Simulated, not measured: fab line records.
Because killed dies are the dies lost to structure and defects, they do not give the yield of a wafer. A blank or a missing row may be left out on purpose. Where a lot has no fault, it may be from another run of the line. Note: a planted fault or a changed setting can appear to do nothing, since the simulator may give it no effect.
Matching of chambers / flow n5Finfet / N5_HKMG_FIN_ETCH_32 on rieDiel-04: 4 sister chambers
The step etches SOC in N2/H2, target depth 240 nm, time 300 s. 8 wafers are shown with their chamber, then 7 later ones without.

WAFERS WITH THEIR CHAMBER
wafer=L079.4; chamber=0; drypumpMotorCurrentA (A)=5.4; throttleValvePct (%)=17.57
wafer=L084.1; chamber=1; drypumpMotorCurrentA (A)=6.0; throttleValvePct (%)=17.36
wafer=L084.2; chamber=0; drypumpMotorCurrentA (A)=5.5; throttleValvePct (%)=17.60
wafer=L089.1; chamber=3; drypumpMotorCurrentA (A)=5.6; throttleValvePct (%)=17.41
wafer=L089.4; chamber=1; drypumpMotorCurrentA (A)=6.0; throttleValvePct (%)=17.38
wafer=L089.6; chamber=2; drypumpMotorCurrentA (A)=5.9; throttleValvePct (%)=18.05
wafer=L094.1; chamber=2; drypumpMotorCurrentA (A)=5.9; throttleValvePct (%)=18.07
wafer=L094.3; chamber=3; drypumpMotorCurrentA (A)=5.6; throttleValvePct (%)=17.46

WAFERS WITHOUT THEIR CHAMBER
wafer=L094.4; drypumpMotorCurrentA (A)=6.0; throttleValvePct (%)=17.39
wafer=L095.2; drypumpMotorCurrentA (A)=5.9; throttleValvePct (%)=18.05
wafer=L095.4; drypumpMotorCurrentA (A)=6.0; throttleValvePct (%)=17.40
wafer=L095.5; drypumpMotorCurrentA (A)=6.0; throttleValvePct (%)=17.42
wafer=L097.3; drypumpMotorCurrentA (A)=6.0; throttleValvePct (%)=17.41
wafer=L097.4; drypumpMotorCurrentA (A)=5.6; throttleValvePct (%)=17.44
wafer=L097.6; drypumpMotorCurrentA (A)=5.9; throttleValvePct (%)=18.09

WHICH CHAMBER EACH ONE RAN IN
wafer=L094.4; from the rows above=1; in truth=1
wafer=L095.2; from the rows above=2; in truth=2
wafer=L095.4; from the rows above=1; in truth=1
wafer=L095.5; from the rows above=1; in truth=1
wafer=L097.3; from the rows above=1; in truth=1
wafer=L097.4; from the rows above=3; in truth=3
wafer=L097.6; from the rows above=2; in truth=2
Placed correctly: 7 of 7. From these rows, 0 cannot be placed. Number placed wrongly: 0.
How it was worked out, from the rows above alone: a wafer's distance from a chamber is the root of the sum, over the readings, of the square of ((its reading less the chamber's mean) divided by the reading's scatter). If the next closest chamber is less than 2 further off than the closest, the wafer can't be placed; otherwise it belongs to the closest. The mean given for a chamber averages the wafers shown for that chamber. The scatter: take each reading less its chamber's mean, square it, sum over the shown wafers, divide by the number of wafers less the number of chambers, and take the root.
